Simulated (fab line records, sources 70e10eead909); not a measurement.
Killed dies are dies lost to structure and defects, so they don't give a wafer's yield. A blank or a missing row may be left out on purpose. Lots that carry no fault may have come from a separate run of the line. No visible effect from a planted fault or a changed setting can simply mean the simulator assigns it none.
Problem report, 8D (eight disciplines) form, completed by code ; flow nand-harc ; the parts of the form that need people (team, actions taken, sign-off) are left out

## 1. WHAT WENT WRONG
Wafers without a fault read 32, standard deviation 11; killed-dies at NHARC_END_SORT_01 reads a mean of 119 on 6 wafers belonging to 2 lots. Measured from the usual mean, that is +7.9 standard deviations.
First observed at day 23 19:44: wafer L381.1, on prober-02. The record holds 6 wafers of 2 lots with a number at this step. Rule for "out", or "out of limits": more than 4 standard deviations from the usual mean. All remaining wafers that have a number are taken as sound.

## 2. WHAT IT IS, WHAT IT ISN'T
question;is;is not
which readings at this step;killed-dies, killed-at-array;killed-at-periphery, killed-open
which lots;L381, L382;-
which wafers of those lots;all that have a number;-
read on which gauges;prober-01, prober-02;-
when;from day 23 19:44;up to then (0 sound wafers)

## 3. SUSPECTS, AND WHAT RULES EACH OUT
Counting: any tool at a process step up to the reading is kept as a suspect provided that every lot that is out went through it and no sound lot did after the first of them.
- the gauge at NHARC_END_SORT_01 has been ruled out. 2 gauges (prober-01, prober-02) read the wafers that are out.
- rie-diel-07 at NHARC_A_CONTACT_STRIP_108 (strips in CF4/CHF3): kept. It ran every lot that is out, first L381 (day 21 14:17), and no sound lot after that.
- rie-diel-13 at NHARC_THIN_TSV_DESCUM_35 (chemistry O2, time 3 s): kept. It ran every lot that is out, first L381 (day 23 04:45), and no sound lot after that.
After counting, rie-diel-07 at NHARC_A_CONTACT_STRIP_108 and rie-diel-13 at NHARC_THIN_TSV_DESCUM_35 remain.

## 4. THE CAUSE (what the simulator had put in)
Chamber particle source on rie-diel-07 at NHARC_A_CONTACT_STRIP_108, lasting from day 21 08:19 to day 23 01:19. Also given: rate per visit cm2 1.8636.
This tool is one of the 2 suspects left after counting.

## 5. THE CHAIN OF EFFECTS, in route order
Rows list readings where the struck wafers' mean (over those with a number) sits beyond 3 standard deviations from the usual. Only readings for which the record gives a usual standard deviation are gone through. hours: the time from each lot's start at the first step in this table that gives one to its start at this step, as a median over the lots. sigmas: the change in usual standard deviations.
hours;step;reading;usual;on struck wafers;change;sigmas
0;NHARC_END_SORT_01;killed-at-array;28;113;+85;+7.8
0;NHARC_END_SORT_01;killed-dies;32;119;+87;+7.9

## 6. HOW IT WOULD HAVE BEEN CAUGHT EARLIER
59 hours passed between the start of the fault at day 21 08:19 and the first reading out of limits at a measuring or inspecting step in this record, taken at day 23 19:44.
By day 23 19:44, every lot that is out (2) had started NHARC_A_CONTACT_STRIP_108 on rie-diel-07. Tool hold at that time: it would have spared none of them.
